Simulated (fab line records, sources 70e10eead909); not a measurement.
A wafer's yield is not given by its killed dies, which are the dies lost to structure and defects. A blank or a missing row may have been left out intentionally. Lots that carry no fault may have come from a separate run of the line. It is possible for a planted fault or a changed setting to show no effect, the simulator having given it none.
A struck lot beside a sound one | flow nandHarc | 14 out of 1159 route steps
Sound: these wafers, L439.4, L439.5, L439.6. Struck: wafer L442.4. (L442.5 of the same lot was not struck and is left out.) The cause comes at the end.
For every step that has rows: the tool of each side, followed by ch and its chambers, followed by its first start. Under that, the readings that differ: sound wafers | struck wafers | difference of the means | sigmas: that difference in standard deviations of wafers without a fault.
alike: readings with means less than 2 such deviations apart, plus words and numbers identical on both sides. not compared: withheld readings, readings lacking a value on some wafer, bounds such as >300 that could conceal the same value, and numbers that have no deviation in the record and whose values overlap.
The two part at a step that has a row with sigmas, a row that says differs or no value, or rows on one side only. Numbers that have no deviation but don't overlap get no sigmas and don't part them. A reading that every wafer of one side lacks parts them only if that side has two wafers or more.

first, 1 step without rows for these wafers: NHARC_A_ONON_D1_DEP_12 (target thk 1000 nm).
NHARC_A_ONON_D1_THK_MEAS_14: measures by ellipsometry.
  sound: filmMetro-02 at day 8 01:20; struck: filmMetro-02 at day 8 13:34
  alike: thkNm
then, 2 steps without rows for these wafers: NHARC_A_ONON_D1_ANNEAL_15 (time 3600 s); NHARC_A_ONON_D1_DEP_16 (target thk 1000 nm).
NHARC_A_ONON_D1_THK_MEAS_18: measures by ellipsometry.
  sound: filmMetro-02 at day 8 09:26; struck: filmMetro-02 at day 8 20:40
  alike: thkNm
next comes 1 step that has no rows for these wafers: NHARC_A_ONON_D1_DEP_19 (target thickness 1000 nm).
NHARC_A_ONON_D1_THK_MEAS_21: measures by ellipsometry.
  sound: filmMetro-01 at day 8 09:59; struck: filmMetro-02 at day 8 21:16
  alike: thkNm
next comes 1 step that has no rows for these wafers: NHARC_A_ONON_D1_DEP_22 (target thickness 1000 nm).
NHARC_A_ONON_D1_THK_MEAS_24: measures by ellipsometry.
  sound: filmMetro-02 at day 8 10:34; struck: filmMetro-02 at day 8 21:51
  alike: thkNm
next comes 1 step that has no rows for these wafers: NHARC_A_ONON_D1_DEP_25 (target thickness 1000 nm).
NHARC_A_ONON_D1_THK_MEAS_27: measures by ellipsometry.
  sound: filmMetro-01 at day 8 11:22; struck: filmMetro-02 at day 8 22:26
  alike: thkNm
NHARC_A_ONON_D1_DEP_28: target thk 1000 nm.
  sound on pecvdOnon-01 ch 0, day 8 11:43; struck on pecvdOnon-03 ch 0, day 8 22:40
  alike: sih4FlowSccm
NHARC_A_ONON_D1_THK_MEAS_30: measures by ellipsometry.
  sound: filmMetro-01 at day 8 12:04; struck: filmMetro-01 at day 8 23:00
reading    | sound       | struck | difference | sigmas
thkNm (nm) | 988 991 988 | 1319   | +330       | +35
NHARC_A_ONON_D1_DEP_33: deposits SiO2, target thk 200 nm.
  sound on pecvd-03 ch 0,1,2, day 8 12:15; struck on pecvd-04 ch 0, day 8 23:16
  alike: heaterPowerOuterW, heaterPowerW, throttleValvePct

WHERE THEY PART
NHARC_A_ONON_D1_THK_MEAS_30 only, going by this record. Later steps at which nothing parts them and some readings are alike: NHARC_A_ONON_D1_DEP_33.

WHY: the cause the simulator had injected
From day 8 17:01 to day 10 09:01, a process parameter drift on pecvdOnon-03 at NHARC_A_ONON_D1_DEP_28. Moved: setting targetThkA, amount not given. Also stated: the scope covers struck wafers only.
